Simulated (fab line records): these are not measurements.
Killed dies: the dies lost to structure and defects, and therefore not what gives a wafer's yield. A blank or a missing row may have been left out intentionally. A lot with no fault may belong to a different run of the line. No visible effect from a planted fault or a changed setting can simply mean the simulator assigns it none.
fab line records    flow nand-harc
[record] lots = 5  wafers = 15  last-day = 33
route steps=1302 shown P_GATE@126 END@1302
lots that met no fault: taken from a fault-free run of the same line
start-h: start of the lot's first displayed wafer, in hours after the record's first day    wait-h: how many hours have passed since the lot's step before this one    " as in the row above    L1.1+2: a single row standing in for several wafers    - value missing, or start not given    * or withheld: withheld    < > ~ a bound
route shown NAME@n: names a module that has steps shown in the file, with the first one's number in the route    usual: the fault-free wafers' mean and standard deviation    same: alike in all rows    chamber/n: place in a boat    sites: per-site readings    _std_site: the values' standard deviation    _edge_site: outer sites' mean less inner sites'    radius-mm: how far each site lies from the wafer's centre    mask NAME#n: copy n    behind: the most recent tool/chamber to have shaped the wafer    hold: reason for holding the lot/hours on hold/outcome of the hold    device: names the non-switching transistor (n, p or np)    end of line: tests run on the same wafers once the route is complete    for a step that has no rows: nothing shown but its recipe    killed: dies lost to structure and defects at the first sort, not the wafer's yield    map: shows each die of a wafer: x if killed, . if not, _ if none is there
set.NAME: the setting that was run; set.NAME@STEP: the one run at that earlier step    model.NAME: the simulator's own value behind a step, which no gauge read
a table for each step, a row for each wafer; lots at some steps of the route
services: a tool's chamber out of use, with start hour (start-h, from the record's first day; less than 0 if before it), hours out, and reason
[[steps]]
[step NHARC_P_GATE_STRIP_15]
[recipe] time-s = 780  temp-c = 130  chemistry = SPM
[step NHARC_P_GATE_PRECLEAN_71]
[recipe] time-s = *  temp-c = 50  bath-age-min = 0  chemistry = SC1
[step NHARC_P_GATE_SRD_72]
[step NHARC_P_GATE_OXIDE_16]
[recipe] target-thk-a = 30  temp-c = 875  ox-time-s = 392  material = SiO2
[step NHARC_P_GATE_CVD_17]
[recipe] target-thk-a = 1500  temp-c = 620  time-s = 900  material = poly-Si
[step NHARC_P_GATE_HM_DEP_102]
[recipe] target-thk-a = 1200  temp-c = 400  material = aC
[usual] throttle-valve-pct = 35.000/0.0091
lot.wafer  tool        chamber  start-h  wait-h  throttle-valve-pct
L327.1     acl-dep-02  0        111.92   0.4     34.985
L327.4     "           0        "        "       34.999
L327.6     "           0        "        "       35.006
L326.1     acl-dep-03  0        112.11   0.6     35.009
L326.3     "           0        "        "       34.994
L326.5     "           0        "        "       35.011
L337.1     acl-dep-03  0        214.58   1.0     34.987
L337.2     "           0        "        "       35.005
L337.3     "           0        "        "       35.009
L343.2     acl-dep-03  0        277.15   0.9     34.991
L343.4     "           0        "        "       34.988
L343.6     "           0        "        "       34.993
L348.1     acl-dep-03  0        325.11   2.5     35.001
L348.2     "           0        "        "       35.015
L348.5     "           0        "        "       35.017
[step NHARC_P_GATE_DEP_103]
[recipe] target-thk-a = 300  target-thk-nm = 30  temp-c = 400  flow-sccm = 200  rf-w = 350  material = SiON
[usual] heater-power-w = 725/74
lot.wafer  tool      chamber  start-h  wait-h  heater-power-w
L327.1     pecvd-04  2        112.64   0.6     821
L327.4     "         0        "        "       679
L327.6     "         2        "        "       815
L326.1     pecvd-03  2        112.90   0.7     653
L326.3     "         0        "        "       720
L326.5     "         1        "        "       789
L337.3     pecvd-03  2        215.24   0.3     723
L337.1     "         0        "        "       720
L337.2     "         1        "        "       768
L343.2     pecvd-03  2        277.75   0.5     679
L343.6     "         2        "        "       682
L343.4     "         0        "        "       813
L348.1     pecvd-03  0        325.80   0.6     723
L348.2     "         2        "        "       707
L348.5     "         2        "        "       703
[step NHARC_P_GATE_DEHYDRATE_18]
[recipe] temp-c = 150  time-s = 120
[step NHARC_P_GATE_HMDS_19]
[recipe] time-s = 30
[step NHARC_P_GATE_COAT_20]
[recipe] spin-rpm = 1500  resist-thk-nm = 90
[step NHARC_P_GATE_SOFTBAKE_21]
[recipe] temp-c = 105  time-s = 55
[step NHARC_P_GATE_EBR_22]
[step NHARC_P_GATE_EXPOSE_23]
[recipe] na = 1.35  target-cd-nm = 120  dose-mj = 93.91  mask-id = P_GATE
lot.wafer   tool             chamber  start-h  wait-h  mask
L327.1+4+6  arfi-scanner-03  0        113.12   -       P_GATE#0
L326.1+3+5  arfi-scanner-02  0        113.41   -       P_GATE#0
L337.1+2+3  arfi-scanner-03  0        215.79   -       P_GATE_R1#0
L343.2+4+6  arfi-scanner-01  0        278.27   -       P_GATE#0
L348.1+2+5  arfi-scanner-01  0        326.34   -       P_GATE#0
[step NHARC_P_GATE_PEB_24]
[recipe] peb-temp-c = 100  peb-time-s = 65
[step NHARC_P_GATE_DEVELOP_25]
[recipe] develop-time-s = 35  dev-temp-c = 23
[step NHARC_P_GATE_CD_MEAS_26]
[recipe] target-cd-nm = 120  landing-energy-ev = 500
[usual] cd-nm = 119.8/0.56
lot.wafer  tool       chamber  start-h  wait-h  cd-nm
L327.1     cd-sem-02  0        113.26   -       119.8
L327.4     "          0        "        "       119.5
L327.6     "          0        "        "       119.8
L326.1     cd-sem-01  0        113.55   -       119.7
L326.3     "          0        "        "       120.1
L326.5     "          0        "        "       119.5
L337.1     cd-sem-02  0        215.93   -       107.2
L337.2     "          0        "        "       106.9
L337.3     "          0        "        "       106.2
L343.2     cd-sem-03  0        278.40   -       119.3
L343.4     "          0        "        "       118.6
L343.6     "          0        "        "       119.0
L348.1     cd-sem-02  0        326.48   -       120.5
L348.2     "          0        "        "       119.0
L348.5     "          0        "        "       119.5
[step NHARC_P_GATE_OVL_MEAS_27]
[usual] overlay-x-nm = -0.4/0.59  overlay-y-nm = 0.3/0.88
lot.wafer  tool        chamber  start-h  wait-h  overlay-x-nm  overlay-y-nm
L327.1     overlay-02  -        113.35   -       -1.4          -0.7
L327.4     "           -        "        "       -1.4          -0.5
L327.6     "           -        "        "       -0.8          -0.3
L326.1     overlay-01  -        113.63   -       1.1           0.8
L326.3     "           -        "        "       0.8           0.3
L326.5     "           -        "        "       0.4           1.0
L337.1     overlay-01  -        216.02   -       0.6           0.7
L337.2     "           -        "        "       0.5           0.7
L337.3     "           -        "        "       -0.1          0.9
L343.2     overlay-01  -        278.49   -       -0.1          1.0
L343.4     "           -        "        "       -0.3          1.4
L343.6     "           -        "        "       -0.2          1.0
L348.1     overlay-01  -        326.57   -       -0.4          -1.1
L348.2     "           -        "        "       -0.6          -1.0
L348.5     "           -        "        "       -0.7          -1.2
[step NHARC_P_GATE_INSPECT_28]
[usual] raw-defect-count = 5.5/2.5
lot.wafer  tool               chamber  start-h  wait-h  raw-defect-count
L327.1     defect-inspect-01  -        113.39   0.0     7
L327.4     "                  -        "        "       3
L327.6     "                  -        "        "       7
L326.1     defect-inspect-02  -        113.67   0.0     4
L326.3     "                  -        "        "       3
L326.5     "                  -        "        "       2
L337.1     defect-inspect-02  -        216.05   0.0     7
L337.2     "                  -        "        "       9
L337.3     "                  -        "        "       4
L343.2     defect-inspect-01  -        278.53   0.0     7
L343.4     "                  -        "        "       6
L343.6     "                  -        "        "       8
L348.1     defect-inspect-02  -        326.61   0.0     3
L348.2     "                  -        "        "       9
L348.5     "                  -        "        "       2
[step NHARC_P_GATE_DESCUM_31]
[recipe] time-s = 3  o2-flow-sccm = 200  ar-flow-sccm = 0  bias-power-w = 0  chemistry = O2
[usual] drypump-motor-current-A = 5.8/0.67  oes-product-au = 0.998/0.0096  rf-vpp-V = 57.6/0.9  showerhead-plenum-p-Torr = 1.88/0.07  throttle-valve-pct = 11.310/0.0089
lot.wafer  tool         chamber  start-h  wait-h  drypump-motor-current-A  oes-product-au  rf-hours-counter-h  rf-vpp-V  showerhead-plenum-p-Torr  throttle-valve-pct  model.P_GATE.cd-nm
L327.1     rie-diel-09  1        113.46   0.1     5.4                      1.005           8.4                 57.4      1.91                      11.321              119
L327.4     "            2        "        "       6.3                      0.997           7.6                 57.0      1.95                      11.306              120.6
L327.6     "            0        "        "       4.9                      0.990           -                   57.3      1.79                      11.303              120.5
L326.1     rie-diel-04  3        113.73   0.1     6.6                      0.981           5.8                 55.9      1.89                      11.310              119.3
L326.3     "            2        "        "       5.8                      0.999           3.6                 58.6      1.98                      11.314              119.4
L326.5     "            3        "        "       6.6                      0.985           -                   58.2      1.89                      11.294              119.5
L337.3     rie-diel-09  1        216.11   0.1     5.5                      1.004           3.2                 58.1      1.91                      11.304              106.4
L337.1     "            2        "        "       6.3                      0.994           3.3                 56.3      1.95                      11.293              107.4
L337.2     "            0        "        "       5.0                      0.989           2.5                 57.8      1.79                      11.304              107.5
L343.4     rie-diel-09  3        278.60   0.1     5.2                      0.996           6.4                 57.6      1.88                      11.311              118.9
L343.2     "            0        "        "       4.9                      0.991           6.3                 56.4      1.79                      11.316              120
L343.6     "            2        "        "       6.4                      1.004           -                   60.0      1.95                      11.305              119.3
L348.1     rie-diel-12  2        326.68   0.1     6.8                      0.993           2.8                 58.0      1.86                      11.313              119.8
L348.2     "            3        "        "       5.9                      0.986           3.2                 56.4      1.79                      11.297              119.1
L348.5     "            0        "        "       6.6                      1.007           -                   57.2      1.98                      11.300              119
[step NHARC_P_GATE_ETCH_104]
[recipe] target-depth-a = 600  time-s = withheld  cf4-flow-sccm = 100  chf3-flow-sccm = 30  ar-flow-sccm = 0  rf-w = 500  bias-w = 200  chemistry = CF4/CHF3
[usual] drypump-motor-current-A = 5.8/0.65  oes-product-au = 0.940/0.023  rf-vpp-V = 369.7/2.1  showerhead-plenum-p-Torr = 1.55/0.056  throttle-valve-pct = 16.802/0.0083
lot.wafer  tool         chamber  start-h  wait-h  drypump-motor-current-A  oes-product-au  rf-vpp-V  showerhead-plenum-p-Torr  throttle-valve-pct
L327.1     rie-diel-09  0        113.54   0.1     4.9                      0.913           367.4     1.48                      16.779
L327.4     "            1        "        "       5.4                      0.933           368.2     1.57                      16.800
L327.6     "            3        "        "       5.2                      0.915           370.1     1.55                      16.809
L326.3     rie-diel-04  3        113.82   0.1     6.6                      0.916           371.1     1.55                      16.805
L326.1     "            0        "        "       5.7                      0.939           371.3     1.58                      16.803
L326.5     "            1        "        "       5.7                      0.897           367.9     1.48                      16.788
L337.1     rie-diel-09  0        216.20   0.1     5.0                      0.964           366.3     1.48                      16.803
L337.2     "            1        "        "       5.4                      0.954           370.6     1.57                      16.803
L337.3     "            2        "        "       6.3                      0.956           373.5     1.60                      16.796
L343.4     rie-diel-09  1        278.67   0.1     5.4                      0.925           370.3     1.57                      16.803
L343.2     "            3        "        "       5.2                      0.920           370.3     1.54                      16.806
L343.6     "            1        "        "       5.4                      0.934           370.5     1.57                      16.791
L348.1     rie-diel-12  3        326.75   0.1     5.9                      0.912           367.4     1.48                      16.809
L348.2     "            0        "        "       6.5                      0.919           372.9     1.62                      16.796
L348.5     "            3        "        "       5.9                      0.908           366.1     1.48                      16.805
[step NHARC_P_GATE_HM_OPEN_105]
[recipe] target-depth-a = 3600  o2-flow-sccm = 400  cos-flow-sccm = 20  ar-flow-sccm = 0  rf-w = 500  bias-w = 300  chemistry = O2/COS
[usual] drypump-motor-current-A = 5.8/0.66  oes-product-au = 0.998/0.0099  rf-vpp-V = 466.1/2.5  showerhead-plenum-p-Torr = 3.07/0.11  throttle-valve-pct = 28.331/0.0093
lot.wafer  tool         chamber  start-h  wait-h  drypump-motor-current-A  oes-product-au  rf-hours-counter-h  rf-vpp-V  showerhead-plenum-p-Torr  throttle-valve-pct
L327.1     rie-diel-09  0        -        -       4.9                      0.982           8.6                 463.2     2.94                      28.318
L327.4     "            2        "        "       6.4                      1.002           7.7                 468.3     3.18                      28.330
L327.6     "            1        "        "       5.3                      1.002           -                   467.4     3.12                      28.336
L326.1     rie-diel-04  3        -        -       6.6                      0.989           5.8                 466.5     3.08                      28.341
L326.3     "            0        "        "       5.6                      1.017           5.5                 468.5     3.14                      28.332
L326.5     "            1        "        "       5.7                      0.986           -                   463.2     2.94                      28.331
L337.1     rie-diel-09  3        -        -       5.2                      0.996           2.7                 466.9     3.07                      28.313
L337.3     "            0        "        "       4.9                      0.989           2.5                 462.7     2.94                      28.323
L337.2     "            2        "        "       6.4                      1.000           3.4                 467.9     3.18                      28.347
L343.4     rie-diel-09  2        -        -       6.4                      0.990           5.5                 467.1     3.18                      28.335
L343.2     "            3        "        "       5.2                      0.988           6.4                 465.0     3.06                      28.335
L343.6     "            1        "        "       5.4                      0.989           -                   467.2     3.12                      28.321
L348.1     rie-diel-12  3        -        -       5.9                      0.989           3.2                 463.6     2.93                      28.328
L348.2     "            1        "        "       4.7                      0.986           2.5                 464.2     2.92                      28.330
L348.5     "            2        "        "       6.7                      0.987           -                   466.0     3.04                      28.332
[step NHARC_P_GATE_STRIP_106]
[recipe] o2-flow-sccm = 400  cos-flow-sccm = 20  ar-flow-sccm = 0  bias-w = 0  chemistry = O2/COS
[step NHARC_P_GATE_ETCH_114]
[recipe] target-depth-a = 300  overetch-a = 30  time-s = 16.5  ion-energy-ev = 100  cf4-flow-sccm = 80  o2-flow-sccm = 20  ar-flow-sccm = 0  rf-w = 300  bias-w = 100  chemistry = CF4/O2
[step NHARC_P_GATE_ETCH_32]
[recipe] target-depth-a = 1500  over-etch-frac = 1  over-etch-ion-energy-ev = 40  time-s = 100.1  hbr-flow-sccm = 150  cl2-flow-sccm = 50  rf-w = 400  icp-w = 400  bias-w = 100  chemistry = HBr/Cl2
[usual] drypump-motor-current-A = 5.6/0.38  hbr-flow-sccm = 150.1/0.43  oes-product-au = 0.998/0.01  throttle-valve-pct = 26.407/0.01
lot.wafer  tool       chamber  start-h  wait-h  drypump-motor-current-A  hbr-flow-sccm  oes-product-au  rf-hours-counter-h  throttle-valve-pct  model.P_GATE.cd-nm
L327.1     rie-si-01  3        113.93   -       5.7                      149.5          1.008           0.48                26.415              118.3
L327.4     "          0        "        "       5.4                      149.6          1.015           0.53                26.394              119.7
L327.6     "          3        "        "       5.7                      149.9          1.002           -                   26.397              120.4
L326.3     rie-si-04  0        114.19   -       5.6                      150.7          0.978           0.59                26.392              119.1
L326.1     "          2        "        "       6.5                      150.1          1.006           0.75                26.393              120.7
L326.5     "          1        "        "       5.2                      150.4          0.984           -                   26.392              122
L337.3     rie-si-04  2        216.58   -       6.5                      150.3          1.014           0.30                26.405              106.7
L337.1     "          0        "        "       5.6                      150.4          0.995           0.27                26.404              101.9
L337.2     "          1        "        "       5.2                      150.0          1.000           0.25                26.412              110.1
L343.2     rie-si-01  2        279.08   -       5.4                      149.8          1.001           0.50                26.424              122.4
L343.4     "          3        "        "       5.7                      150.0          0.985           0.40                26.402              121.5
L343.6     "          1        "        "       6.1                      149.3          0.987           -                   26.404              117.9
L348.2     rie-si-01  2        327.14   -       5.4                      150.5          0.991           0.74                26.390              123.1
L348.1     "          3        "        "       5.7                      150.0          0.985           0.67                26.400              119.1
L348.5     "          1        "        "       6.1                      150.0          0.998           -                   26.400              118.3
[step NHARC_P_GATE_STRIP_108]
[recipe] o2-flow-sccm = 500  ar-flow-sccm = 0  bias-w = 0  chemistry = O2
[usual] drypump-motor-current-A = 5.8/0.63  oes-product-au = 0.998/0.01  rf-vpp-V = 57.6/0.83  showerhead-plenum-p-Torr = 3.47/0.12  throttle-valve-pct = 17.036/0.0096
lot.wafer  tool         chamber  start-h  wait-h  drypump-motor-current-A  oes-product-au  rf-hours-counter-h  rf-vpp-V  showerhead-plenum-p-Torr  throttle-valve-pct
L327.1     rie-diel-12  1        114.11   -       4.7                      1.012           2.1                 56.6      3.31                      17.036
L327.6     "            0        "        "       6.6                      1.006           -                   57.4      3.64                      17.035
L327.4     "            1        "        "       4.7                      1.016           -                   58.6      3.31                      17.029
L326.3     rie-diel-09  2        114.35   -       6.4                      0.995           7.7                 57.7      3.60                      17.019
L326.1     "            0        "        "       4.9                      0.985           8.7                 57.9      3.32                      17.032
L326.5     "            2        "        "       6.4                      0.999           -                   58.1      3.60                      17.033
L337.1     rie-diel-09  3        216.73   -       5.2                      0.985           2.7                 57.9      3.46                      17.026
L337.2     "            0        "        "       4.9                      0.999           2.6                 59.0      3.32                      17.026
L337.3     "            1        "        "       5.4                      0.993           3.2                 58.5      3.53                      17.033
L343.4     rie-diel-04  3        279.21   -       6.6                      0.994           5.9                 58.2      3.47                      17.030
L343.2     "            0        "        "       5.7                      1.009           5.0                 58.3      3.55                      17.026
L343.6     "            3        "        "       6.6                      0.993           -                   57.2      3.48                      17.043
L348.2     rie-diel-12  0        327.30   -       6.6                      0.998           2.6                 56.8      3.64                      17.028
L348.1     "            2        "        "       6.7                      0.986           2.9                 56.6      3.44                      17.042
L348.5     "            3        "        "       5.9                      0.988           -                   57.2      3.31                      17.037
[step NHARC_END_SORT_01]
[recipe] temp-c = 25
[usual] killed-at-array = 55/12  killed-at-other = 1.0/1.2  killed-at-periphery = 3.9/2.6  killed-dies = 60/12  killed-open = 3.3/1.9  killed-short = 2.5/1.8
[same] gross-dies = 677
lot.wafer  tool       chamber  start-h  wait-h  killed-at-array  killed-at-other  killed-at-periphery  killed-dies  killed-open  killed-short
L337.1     prober-01  0        671.97   2.5     40               0                19                   59           3            2
L337.2     prober-01  0        672.78   2.8     45               0                1                    46           6            2
L337.3     prober-01  0        673.59   3.1     48               0                15                   63           2            3
// killed by level:class
L337.1 A_CHANNEL_HOLE_D1:chamber-film-flake=25 P_GATE:area-expose=14 A_CONTACT:chamber-film-flake=7 P_CONTACT:geometric-particle:open=2 A_CHANNEL_HOLE_D2:geometric-particle:short=1 A_SGD_CUT:geometric-particle:open=1 A_WL_FILL:geometric-particle:short=1 A_ZERO_WELL:chamber-film-flake=1
L337.2 A_CHANNEL_HOLE_D1:chamber-film-flake=25 A_CONTACT:chamber-film-flake=4 A_CHANNEL_FILL_D1:geometric-particle:open=2 A_CHANNEL_FILL_D2:chamber-film-flake=2 A_M0:chamber-film-flake=2 P_M0:geometric-particle:open=1 A_DECK1_JOINT:geometric-particle:short=1 A_CHANNEL_FILL_D2:geometric-particle:open=1
L337.3 A_CHANNEL_HOLE_D1:chamber-film-flake=28 P_GATE:area-expose=15 A_CONTACT:chamber-film-flake=7 A_SLIT:chamber-film-flake=6 A_WL_FILL:geometric-particle:short=2 A_CHANNEL_HOLE_D2:geometric-particle:open=1 A_CONTACT:geometric-particle:short=1 A_M1:geometric-particle:open=1
// map L337.3 (x killed, . not)
____________.____________
_________......._________
_______..........._______
______.............______
_____..............._____
____.................____
____...x...x.........____
___...................___
___...................___
__.....................__
__..........x..........__
_....x...x.x.......x...._
_..........x...x........_
_.......x..x............_
_..........x.x.........._
_...............x..x...._
...........xx..x.........
...x.....x...............
................x........
............x............
......................x..
_......................._
_.................x....._
_...................xxx._
_................x..xxx._
_........x.....x....xxxx_
__...............xxxxx.__
__..x.............xxxxx__
___................xxx___
___...x...........xxx.___
____x............x.xx____
____...x....x.....x..____
_____.............x._____
______.............______
_______..........._______
_________......._________
____________.____________
// map L327.4 (x killed, . not)
____________.____________
_________......._________
_______..........._______
______.............______
_____..............._____
____.................____
____........x........____
___...................___
___...................___
__.....................__
__.....................__
_....x................x._
_....x.x................_
_xxxxx.................._
_.....x......x.........._
_x..x..................._
.x....x..................
.........................
......................x..
....x....................
.....................x...
_........x..........x.xx_
_......x......x.....xxx._
_x................xxxx.._
_.x................x.x.x_
_..x..............xxx.xx_
__................xxxxx__
__................xxxxx__
___...............x..x___
___...................___
____.................____
____................x____
_____.......x......._____
______.............______
_______...xx......_______
_________..x...._________
____________.____________
[[services]]
tool         chamber  start-h  hours  kind
rie-diel-12  -        91.40    9.0    pm
rie-diel-04  2        97.48    4.4    repair
rie-diel-04  0        100.26   5.4    repair
rie-diel-12  3        105.20   9.5    repair
rie-diel-12  1        115.62   12.3   repair
acl-dep-03   -        121.72   13.0   pm
rie-si-01    0        130.01   6.6    repair
rie-diel-04  1        132.70   1.3    repair
rie-diel-12  3        139.04   2.6    repair
rie-diel-09  -        143.10   9.0    pm
rie-diel-12  1        165.31   4.3    repair
rie-diel-04  -        177.90   9.0    pm
pecvd-03     -        185.06   13.0   pm
rie-si-01    -        193.00   9.0    pm
rie-diel-04  2        232.60   11.0   repair
rie-diel-09  2        233.44   7.4    repair
pecvd-03     0        258.49   15.4   repair
rie-diel-12  -        268.40   9.0    pm
rie-diel-12  0        288.66   8.2    repair
rie-diel-04  3        294.22   8.4    repair
rie-diel-04  0        298.58   8.8    repair
acl-dep-03   -        302.83   13.0   pm
rie-diel-09  0        309.45   8.7    repair
rie-diel-09  -        320.10   9.0    pm
[[key]]
[first-sign] step = NHARC_P_GATE_EXPOSE_23  reading = mask  direction = changed
[effect] step = NHARC_P_GATE_CD_MEAS_26  reading = cd-nm  direction = down  sigmas = 23  usual = 119.8  struck = 106.8
[effect] step = NHARC_END_SORT_01  reading = killed-at-periphery  direction = up  sigmas = 3  usual = 3.9  struck = 11.7  wafers-moved = 2
[model-effect] step = NHARC_P_GATE_DESCUM_31  value = P_GATE.cd-nm  without = 120  struck = 107.1
[model-effect] step = NHARC_P_GATE_ETCH_32  value = P_GATE.cd-nm  without = 119.1  struck = 106.2
met-at NHARC_P_GATE_EXPOSE_23
struck-wafers L337.1,L337.2,L337.3
tester-left-out L337
onset-between 113.12 215.79
[fault] kind = wrong-mask  tool = any  chamber = -  onset-h = 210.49  steps = NHARC_P_GATE_EXPOSE_23  aux-copy = P_GATE_R1#0  cd-offset-nm = -12.929  scope = struck-lots-only
// tester-left-out: of these lots the tester's yield and bins aren't shown, on N5 and GAA mostly nor the transistor test; their killed dies are dies lost to structure and defects alone, not to doping, threshold or leakage, so they don't give the yield
